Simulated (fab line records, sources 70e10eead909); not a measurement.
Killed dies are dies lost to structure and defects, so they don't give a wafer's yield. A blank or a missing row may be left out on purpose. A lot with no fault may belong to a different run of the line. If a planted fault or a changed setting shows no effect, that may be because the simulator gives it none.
fab line records | flow nandHarc
[record] lots = 13 wafers = 39 lastDay = 24
route steps=1159 shown HYBRID_BOND@1099 THIN_TSV@1120 END@1159
lots that met no fault: taken from a fault-free run of the same line
startH: hours from the record's first day to the start of the lot's first wafer shown | waitH: time in hours since the lot's previous step | " unchanged from the row above | L1.1+2: a row that stands for several wafers | - either no value or no given start | * or withheld: withheld | < > ~ a bound
route shown NAME@n: names a module that has steps shown in the file, with the first one's number in the route | usual: average and standard deviation across the fault-free wafers | same: alike in all rows | chamber/n: place in a boat | sites: readings site by site | _std_site: how widely they spread, as a standard deviation | _edge_site: inner sites' mean taken away from outer sites' mean | radiusMm: for every site, how far away it sits from the centre of the wafer | mask NAME#n: copy n | behind: the last tool/chamber to shape the wafer | hold: what put the lot on hold/how long, in hours/how the hold closed | device: transistor that didn't switch, given as n, p or np | end of line: at the end of the route, the tests of the same wafers | where a step has no rows: the recipe by itself | killed: the dies lost at the first sort to structure and to defects; this is not the yield of the wafer | map: shows each die of a wafer: x if killed, . if not, _ if none is there
set.NAME: the setting the step ran with; set.NAME@STEP: the setting that earlier step ran with | model.NAME: the simulator's own value behind a step, which no gauge read
the route's steps for a sample of lots (tables are steps, rows are wafers)
services: a tool's chamber out of use, with start hour (startH, from the record's first day; less than 0 if before it), hours out, and reason
[[steps]]
[step NHARC_HYBRID_BOND_OVL_MEAS_05]
[usual] overlayXNm = -1/36 overlayYNm = -5/31
// columns lot.wafer tool chamber startH waitH overlayXNm overlayYNm
L335.1 overlay-01 - 422.48 0.4 23 -11
L335.4 " - " " -5 -36
L335.6 " - " " 12 -4
L336.4 overlay-02 - 434.15 0.4 -26 -27
L336.5 " - " " -21 12
L336.6 " - " " 57 47
L340.2 overlay-02 - 460.90 0.4 27 -24
L340.4 " - " " -16 -30
L340.6 " - " " -93 13
L341.1 overlay-01 - 460.92 0.4 -12 37
L341.5 " - " " -16 15
L341.6 " - " " 0 29
L346.1 overlay-02 - 486.93 0.4 -1 7
L346.5 " - " " -37 -8
L346.6 " - " " -29 -8
L349.1 overlay-02 - 491.31 0.4 50 -5
L349.4 " - " " 20 -29
L349.5 " - " " -19 29
L347.1 overlay-02 - 499.37 0.4 1 57
L347.2 " - " " -16 -8
L347.4 " - " " -9 -20
L348.2 overlay-01 - 499.37 0.4 -35 -30
L348.3 " - " " 23 -55
L348.6 " - " " -37 -7
L351.1 overlay-02 - 506.01 0.4 43 -18
L351.4 " - " " 22 -33
L351.6 " - " " 52 39
L350.2 overlay-01 - 506.02 0.4 -36 13
L350.4 " - " " 27 -29
L350.5 " - " " 0 -14
L353.1 overlay-02 - 523.09 0.4 -32 10
L353.4 " - " " -85 47
L353.6 " - " " -33 -25
L356.2 overlay-02 - 544.87 0.4 -34 19
L356.3 " - " " 31 22
L356.5 " - " " 9 -44
L357.1 overlay-01 - 549.22 0.4 -6 24
L357.2 " - " " -23 -2
L357.4 " - " " 5 -21
[step NHARC_HYBRID_BOND_INSPECT_06]
[recipe] inspectInstrument = irVoid
[usual] rawDefectCount = 32/15
// columns lot.wafer tool chamber startH waitH rawDefectCount
L335.1 defectInspect-02 - 422.53 0.0 28
L335.4 " - " " 48
L335.6 " - " " 35
L336.4 defectInspect-02 - 434.22 0.1 32
L336.5 " - " " 32
L336.6 " - " " 42
L340.2 defectInspect-01 - 460.95 0.1 15
L340.4 " - " " 11
L340.6 " - " " 8
L341.1 defectInspect-02 - 460.99 0.1 24
L341.5 " - " " 15
L341.6 " - " " 30
L346.1 defectInspect-01 - 486.98 0.0 50
L346.5 " - " " 49
L346.6 " - " " 33
L349.1 defectInspect-01 - 491.36 0.0 11
L349.4 " - " " 15
L349.5 " - " " 10
L347.1 defectInspect-02 - 499.42 0.0 28
L347.2 " - " " 27
L347.4 " - " " 23
L348.2 defectInspect-01 - 499.42 0.1 45
L348.3 " - " " 49
L348.6 " - " " 46
L351.1 defectInspect-02 - 506.06 0.0 38
L351.4 " - " " 36
L351.6 " - " " 42
L350.2 defectInspect-01 - 506.07 0.1 39
L350.4 " - " " 45
L350.5 " - " " 43
L353.1 defectInspect-01 - 523.14 0.0 32
L353.4 " - " " 18
L353.6 " - " " 19
L356.2 defectInspect-01 - 544.93 0.1 38
L356.3 " - " " 49
L356.5 " - " " 46
L357.1 defectInspect-01 - 549.27 0.0 19
L357.2 " - " " 20
L357.4 " - " " 22
[step NHARC_THIN_TSV_ETCH_15]
[recipe] targetDepthA = 30000 boschTargetOveretchCycles = 2 boschEtchStepS = 2.8 boschDepStepS = 1.2 boschCycles = 14
[usual] drypumpMotorCurrentA = 5.5/0.42
// columns lot.wafer tool chamber startH waitH drypumpMotorCurrentA rfHoursCounterH
L335.1 rieSi-03 1 426.08 - 5.9 0.7
L335.4 " 3 " " 5.1 0.7
L335.6 " 2 " " 5.4 -
L336.4 rieSi-03 1 440.16 - 5.9 0.8
L336.6 " 3 " " 5.1 -
L336.5 " 0 " " 5.8 -
L340.2 rieSi-05 0 464.47 - 5.5 0.5
L340.4 " 1 " " 4.8 0.4
L340.6 " 1 " " 4.8 -
L341.1 rieSi-03 3 465.58 - 5.1 1.0
L341.5 " 2 " " 5.4 -
L341.6 " 3 " " 5.1 -
L346.1 rieSi-05 3 490.42 - 5.7 0.7
L346.6 " 1 " " 4.8 -
L346.5 " 2 " " 5.4 -
L349.1 rieSi-03 2 494.78 - 5.4 1.3
L349.4 " 1 " " 5.9 1.2
L349.5 " 2 " " 5.4 -
L347.1 rieSi-05 3 503.13 - 5.7 0.8
L347.2 " 0 " " 5.5 0.9
L347.4 " 1 " " 4.9 0.8
L348.2 rieSi-03 3 504.11 - 5.1 1.5
L348.3 " 1 " " 5.9 1.4
L348.6 " 3 " " 5.1 -
L351.4 rieSi-05 1 509.62 - 4.8 0.9
L351.1 " 2 " " 5.4 0.9
L351.6 " 0 " " 5.5 -
L350.2 rieSi-02 3 510.75 - 6.3 1.1
L350.4 " 2 " " 6.3 1.1
L350.5 " 3 " " 6.2 -
L353.4 rieSi-02 0 527.87 - 5.8 1.2
L353.1 " 1 " " 4.9 1.2
L353.6 " 1 " " 4.9 -
L356.3 rieSi-03 2 551.80 - 5.4 0.3
L356.2 " 3 " " 5.1 0.3
L356.5 " 0 " " 5.9 -
L357.2 rieSi-05 3 554.18 - 5.7 1.2
L357.1 " 0 " " 5.5 1.1
L357.4 " 2 " " 5.4 1.2
[step NHARC_THIN_TSV_EXPOSE_30]
[recipe] na = 0.55 doseMj = 11.47 maskId = PAD
[usual] exposureDoseMJCm2 = 11.470/0.011
// columns lot.wafer tool chamber startH waitH mask exposureDoseMJCm2
L335.1 krfScanner-03 0 431.38 - PAD#0 11.462
L335.4 " 0 " " PAD#0 11.463
L335.6 " 0 " " PAD#0 11.454
L336.4 krfScanner-03 0 448.69 - PAD#0 11.474
L336.5 " 0 " " PAD#0 11.461
L336.6 " 0 " " PAD#0 11.468
L340.2 krfScanner-04 0 469.41 - PAD#0 11.476
L340.4 " 0 " " PAD#0 11.483
L340.6 " 0 " " PAD#0 11.489
L341.1 krfScanner-03 0 470.58 - PAD#0 11.476
L341.5 " 0 " " PAD#0 11.459
L341.6 " 0 " " PAD#0 11.481
L346.1 krfScanner-04 0 495.22 - PAD#0 12.045
L346.5 " 0 " " PAD#0 12.052
L346.6 " 0 " " PAD#0 12.032
L349.1 krfScanner-03 0 499.79 - PAD#0 11.484
L349.4 " 0 " " PAD#0 11.467
L349.5 " 0 " " PAD#0 11.489
L347.1 krfScanner-03 0 508.28 - PAD#0 11.475
L347.2 " 0 " " PAD#0 11.481
L347.4 " 0 " " PAD#0 11.479
L348.2 krfScanner-04 0 509.29 - PAD#0 12.040
L348.3 " 0 " " PAD#0 12.057
L348.6 " 0 " " PAD#0 12.060
L351.1 krfScanner-01 0 514.59 - PAD#0 11.443
L351.4 " 0 " " PAD#0 11.473
L351.6 " 0 " " PAD#0 11.461
L350.2 krfScanner-03 0 515.68 - PAD#0 11.470
L350.4 " 0 " " PAD#0 11.472
L350.5 " 0 " " PAD#0 11.461
L353.1 krfScanner-01 0 532.87 - PAD#0 11.457
L353.4 " 0 " " PAD#0 11.471
L353.6 " 0 " " PAD#0 11.463
L356.2 krfScanner-03 0 556.69 - PAD#0 11.485
L356.3 " 0 " " PAD#0 11.479
L356.5 " 0 " " PAD#0 11.477
L357.1 krfScanner-03 0 559.10 - PAD#0 11.474
L357.2 " 0 " " PAD#0 11.473
L357.4 " 0 " " PAD#0 11.470
[step NHARC_END_SORT_01]
[recipe] tempC = 25
[usual] defectLimitedYield = 95.7/1.5 killedAtArray = 26/9.9 killedAtOther = 0.8/1 killedAtPeriphery = 2.8/2.2 killedDies = 29/9.9 killedOpen = 3.2/1.8 killedShort = 2.1/1.4 sort_bin_2_pct = 1.3/0.54 sort_bin_3_pct = 0.23/0.2 sort_bin_4_pct = 2.8/1 sortNPass = 648/9.9 sortRimYieldPct = 95/3.5 sortYieldPct = 95.7/1.5
[same] grossDies = 677 sort_bin_5_pct[%] = 0 sort_bin_6_pct[%] = 0 sort_bin_7_pct[%] = 0 sort_bin_8_pct[%] = 0 sortRimNGross = 106.00
// columns lot.wafer tool chamber startH waitH defectLimitedYield[%] killedAtArray killedAtOther killedAtPeriphery killedDies killedOpen killedShort sort_bin_2_pct[%] sort_bin_3_pct[%] sort_bin_4_pct[%] sortNPass sortRimYieldPct[%] sortYieldPct[%]
L336.4 prober-02 0 461.89 3.4 94.7 33 0 3 36 7 4 1.5 0.15 3.7 641 96 94.7
L336.5 prober-02 0 462.69 3.7 94.8 32 0 3 35 5 2 1.6 0.44 3.1 642 93 94.8
L336.6 prober-02 0 463.49 4.0 94.5 31 0 6 37 4 2 1.8 0.44 3.2 640 95 94.5
L340.2 prober-02 0 489.50 2.8 97.0 16 0 4 20 5 0 0.4 0 2.5 657 99 97.0
L340.4 prober-02 0 491.10 3.4 98.1 12 0 1 13 4 1 1.0 0 0.9 664 98 98.1
L340.6 prober-02 0 492.71 4.0 97.2 15 1 3 19 6 4 0.6 0.30 1.9 658 95 97.2
L347.1 prober-02 0 517.46 2.5 95.1 26 0 7 33 4 2 1.3 0.30 3.2 644 97 95.1
L347.2 prober-02 0 518.25 2.8 94.8 26 1 8 35 8 1 1.2 0.30 3.7 642 93 94.8
L347.4 prober-02 0 519.85 3.4 95.7 23 1 5 29 4 1 1.0 0.44 2.8 648 93 95.7
L353.1 prober-02 0 540.66 2.5 94.8 29 2 4 35 4 2 2.2 0.44 2.5 642 95 94.8
L353.4 prober-02 0 543.09 3.4 97.5 12 2 3 17 2 2 1.0 0.15 1.3 660 97 97.5
L353.6 prober-02 0 544.71 4.1 97.5 15 1 1 17 0 2 0.7 0 1.8 660 93 97.5
// killed by level:class
L336.4 A_CHANNEL_HOLE_D1:chamberFilmFlake=11 A_SLIT:chamberFilmFlake=9 A_WL_FILL:geometricParticle:open=3 A_STAIRCASE:chamberFilmFlake=3 A_CONTACT:geometricParticle:short=2 P_M0:geometricParticle:short=1 P_M2:geometricParticle:open=1 A_ONON_D1:geometricParticle:open=1
L336.5 A_CHANNEL_HOLE_D1:chamberFilmFlake=10 A_SLIT:chamberFilmFlake=8 A_STAIRCASE:chamberFilmFlake=3 A_CONTACT:chamberFilmFlake=3 A_WL_FILL:geometricParticle:short=2 A_CONTACT:geometricParticle:open=2 P_CONTACT:geometricParticle:open=1 A_WL_FILL:geometricParticle:open=1
L336.6 A_CHANNEL_HOLE_D1:chamberFilmFlake=13 A_SLIT:chamberFilmFlake=10 P_GATE:chamberFilmFlake=2 A_ZERO_WELL:chamberFilmFlake=2 A_STAIRCASE:chamberFilmFlake=2 P_GATE:geometricParticle:open=1 P_CONTACT:geometricParticle:short=1 P_M0:geometricParticle:open=1
L340.2 P_ZERO_WELL:chamberFilmFlake=4 A_CHANNEL_HOLE_D1:chamberFilmFlake=4 A_M1:chamberFilmFlake=3 A_CONTACT:geometricParticle:open=2 A_STAIRCASE:chamberFilmFlake=2 A_CHANNEL_FILL_D1:geometricParticle:open=1 A_WL_FILL:geometricParticle:open=1 A_M0:geometricParticle:open=1
L340.4 A_CHANNEL_HOLE_D1:chamberFilmFlake=3 A_STAIRCASE:chamberFilmFlake=2 A_CHANNEL_HOLE_D1:geometricParticle:open=1 A_CHANNEL_FILL_D1:geometricParticle:short=1 A_CONTACT:geometricParticle:open=1 A_BLC:geometricParticle:open=1 A_M1:geometricParticle:open=1 P_ZERO_WELL:chamberFilmFlake=1
L340.6 A_STAIRCASE:chamberFilmFlake=5 A_WL_FILL:geometricParticle:short=2 A_CONTACT:geometricParticle:open=2 P_CONTACT:geometricParticle:open=1 P_M0:geometricParticle:open=1 A_CHANNEL_FILL_D1:geometricParticle:short=1 A_SGD_CUT:geometricParticle:open=1 A_CONTACT:geometricParticle:short=1
L347.1 A_STAIRCASE:chamberFilmFlake=7 A_SLIT:chamberFilmFlake=5 A_M1:chamberFilmFlake=5 A_CHANNEL_HOLE_D1:chamberFilmFlake=4 P_CONTACT:geometricParticle:open=3 P_ZERO_WELL:chamberFilmFlake=2 A_CONTACT:chamberFilmFlake=2 P_CONTACT:geometricParticle:short=1
L347.2 A_STAIRCASE:chamberFilmFlake=10 A_CHANNEL_HOLE_D1:chamberFilmFlake=5 A_SLIT:chamberFilmFlake=4 P_GATE:geometricParticle:open=2 P_ZERO_WELL:chamberFilmFlake=2 P_STI:chamberFilmFlake=2 A_M1:chamberFilmFlake=2 P_M0:geometricParticle:open=1
L347.4 A_STAIRCASE:chamberFilmFlake=8 A_CHANNEL_HOLE_D1:chamberFilmFlake=4 A_SLIT:chamberFilmFlake=4 P_STI:chamberFilmFlake=3 A_CONTACT:chamberFilmFlake=2 P_M1:geometricParticle:open=1 P_M2:geometricParticle:short=1 A_SGD_CUT:geometricParticle:open=1
L353.1 A_CHANNEL_HOLE_D1:chamberFilmFlake=12 A_CONTACT:chamberFilmFlake=11 P_STI:chamberFilmFlake=2 A_M1:chamberFilmFlake=2 P_M0:geometricParticle:open=1 P_M0:geometricParticle:short=1 A_STAIRCASE:geometricParticle:open=1 A_STAIRCASE:geometricParticle:short=1
L353.4 A_CONTACT:chamberFilmFlake=4 P_STI:chamberFilmFlake=2 A_CHANNEL_HOLE_D1:chamberFilmFlake=2 A_M1:chamberFilmFlake=2 THIN_TSV:chamberFilmFlake=2 A_ONON_D1:geometricParticle:short=1 A_WL_FILL:geometricParticle:short=1 A_WL_FILL:geometricParticle:open=1
L353.6 A_CHANNEL_HOLE_D1:chamberFilmFlake=6 A_CONTACT:chamberFilmFlake=5 A_STAIRCASE:chamberFilmFlake=2 A_ONON_D1:geometricParticle:short=1 A_CONTACT:geometricParticle:short=1 P_GATE:chamberFilmFlake=1 THIN_TSV:chamberFilmFlake=1
[[services]]
// columns tool chamber startH hours kind
rieSi-02 - 413.67 0.4 repair
rieSi-05 - 416.00 9.0 pm
rieSi-05 0 416.00 9.0 ventCycle
rieSi-05 1 416.00 9.0 ventCycle
rieSi-03 0 426.85 7.6 repair
krfScanner-01 - 428.00 4.0 pm
krfScanner-03 0 441.64 - calibration
krfScanner-01 - 447.92 1.8 repair
krfScanner-03 - 452.21 5.4 repair
rieSi-05 0 455.53 1.0 repair
rieSi-05 - 459.65 0.7 repair
krfScanner-04 - 470.00 4.0 pm
krfScanner-03 - 505.51 0.4 repair
rieSi-03 - 509.00 9.0 pm
rieSi-03 0 509.00 9.0 ventCycle
rieSi-03 1 509.00 9.0 ventCycle
rieSi-03 2 509.00 9.0 ventCycle
rieSi-03 3 509.00 9.0 ventCycle
krfScanner-03 - 517.44 4.0 pm
rieSi-03 0 518.00 - clean
rieSi-03 1 518.00 - clean
rieSi-03 2 518.00 - clean
rieSi-03 3 518.00 - clean
rieSi-03 - 539.41 0.6 repair
[[key]]
[firstSign] step = NHARC_THIN_TSV_EXPOSE_30 reading = exposureDoseMJCm2 direction = up sigmas = 52 usual = 11.470 struck = 12.047
effect none on later readings
metAt NHARC_THIN_TSV_EXPOSE_30
struckLots L346,L348
notActingAt NHARC_HYBRID_BOND_OVL_MEAS_05,NHARC_HYBRID_BOND_INSPECT_06,NHARC_THIN_TSV_ETCH_15
onsetBetween 469.41 495.22
[fault] kind = processParameterDrift tool = krfScanner-04 chamber = - onsetH = 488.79 steps = NHARC_THIN_TSV_EXPOSE_30 channel = doseMj offset = 0.58581 shape = step actsIn = theseRecipesOnly stated = 11.47
